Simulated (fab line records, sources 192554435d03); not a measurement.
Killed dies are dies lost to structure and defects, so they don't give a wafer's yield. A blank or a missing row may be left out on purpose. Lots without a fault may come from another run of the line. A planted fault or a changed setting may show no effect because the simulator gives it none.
Which tool did it? | flow n5_finfet | 10 lots, 30 wafers sampled, at 2 steps of a route of 1938

WHAT THE GAUGES READ, wafer by wafer
N5_BEOL_M9_CD_MEAS_18: pitch 140 nm, target cd 70 nm.
lot  | measured     | on        | cd_nm (nm)
L296 | day 10 08:48 | cd_sem-02 | 69.8 70.3 70.4
L297 | day 10 20:43 | cd_sem-01 | 70.0 70.0 70.7
L298 | day 11 07:47 | cd_sem-02 | 69.9 69.5 69.9
L300 | day 11 11:01 | cd_sem-02 | 69.4 69.5 68.9
L301 | day 11 18:04 | cd_sem-02 | 69.2 70.0 69.0
L305 | day 12 14:32 | cd_sem-03 | 69.9 69.8 70.0
L308 | day 13 15:55 | cd_sem-02 | 69.8 69.7 69.1
L312 | day 14 15:55 | cd_sem-03 | 71.0 70.6 70.7
L314 | day 14 19:46 | cd_sem-01 | 69.1 69.5 69.4
L319 | day 15 23:15 | cd_sem-03 | 70.0 71.1 70.1

WHICH TOOL RAN EACH LOT (tool, then ch and the chambers of the sampled wafers, then the start)
lot  | N5_BEOL_M9_ETCH_62
L296 | rie_diel-02 ch 1,2,3, day 10 08:26
L297 | rie_diel-02 ch 2,3, day 10 20:16
L298 | rie_diel-06 ch 0,2,3, day 11 07:25
L300 | rie_diel-05 ch 2,3, day 11 10:31
L301 | rie_diel-05 ch 1,2,3, day 11 17:42
L305 | rie_diel-05 ch 1,2,3, day 12 14:10
L308 | rie_diel-02 ch 0,1,3, day 13 15:29
L312 | rie_diel-06 ch 0,1,3, day 14 15:28
L314 | rie_diel-05 ch 0,1,3, day 14 19:24
L319 | rie_diel-06 ch 1,2,3, day 15 22:53
- N5_BEOL_M9_ETCH_62: etches SOC in N2/H2, target depth 110 nm, overetch 22 nm, time 165 s.

WHAT THE TOOLS THEMSELVES READ (means of the sampled wafers that have a number; where no wafer has one, the mark that the record gives instead)
N5_BEOL_M9_ETCH_62.
lot  | tool        | chamber_pressure_mTorr (mTorr) | drypump_motor_current_A (A) | oes_product_au (a.u.) | rf_vpp_V (V) | showerhead_plenum_p_Torr (Torr) | throttle_valve_pct (%)
L296 | rie_diel-02 | 30.018                         | 5.7                         | 0.65                  | 525          | 2.55                            | 17.93
L297 | rie_diel-02 | 29.976                         | 5.5                         | 0.64                  | 523          | 2.50                            | 17.87
L298 | rie_diel-06 | 30.001                         | 5.7                         | 0.68                  | 525          | 2.60                            | 17.87
L300 | rie_diel-05 | 30.007                         | 5.8                         | 0.70                  | 524          | 2.53                            | 17.70
L301 | rie_diel-05 | 30.005                         | 5.6                         | 0.69                  | 523          | 2.53                            | 17.71
L305 | rie_diel-05 | 30.007                         | 5.6                         | 0.68                  | 524          | 2.53                            | 17.71
L308 | rie_diel-02 | 29.977                         | 5.8                         | 0.68                  | 525          | 2.59                            | 17.91
L312 | rie_diel-06 | 29.990                         | 5.7                         | 0.67                  | 524          | 2.56                            | 17.88
L314 | rie_diel-05 | 30.011                         | 5.7                         | 0.67                  | 522          | 2.49                            | 17.84
L319 | rie_diel-06 | 29.998                         | 5.7                         | 0.64                  | 521          | 2.47                            | 17.99

THE ANSWER, worked out from the rows above alone
Rule: what is usual is taken from the lots themselves. Put in order of their means at a reading, lots are off if they are a third of the lots or fewer, leave a main group of 4 or more, and stand apart from it by a gap of 3 or more times the standard deviation of the main group's means; of several such gaps the widest counts. A main group whose means are all the same, to the digits that the tables above print for the reading, isn't used. A lot without any number at a reading at which 4 lots or more have one is off too. The other lots that the step has rows for count as sound. The gauges are gone through in route order, then the tools' own readings, and for those a lot's mean is taken as printed above. The first step at which some lot is off is used, and at that step the reading that is off furthest; a lot without a number counts as furthest.
No lot is off at any reading shown: from this, nothing can be told.

WHAT THE SIMULATOR HAD PUT IN
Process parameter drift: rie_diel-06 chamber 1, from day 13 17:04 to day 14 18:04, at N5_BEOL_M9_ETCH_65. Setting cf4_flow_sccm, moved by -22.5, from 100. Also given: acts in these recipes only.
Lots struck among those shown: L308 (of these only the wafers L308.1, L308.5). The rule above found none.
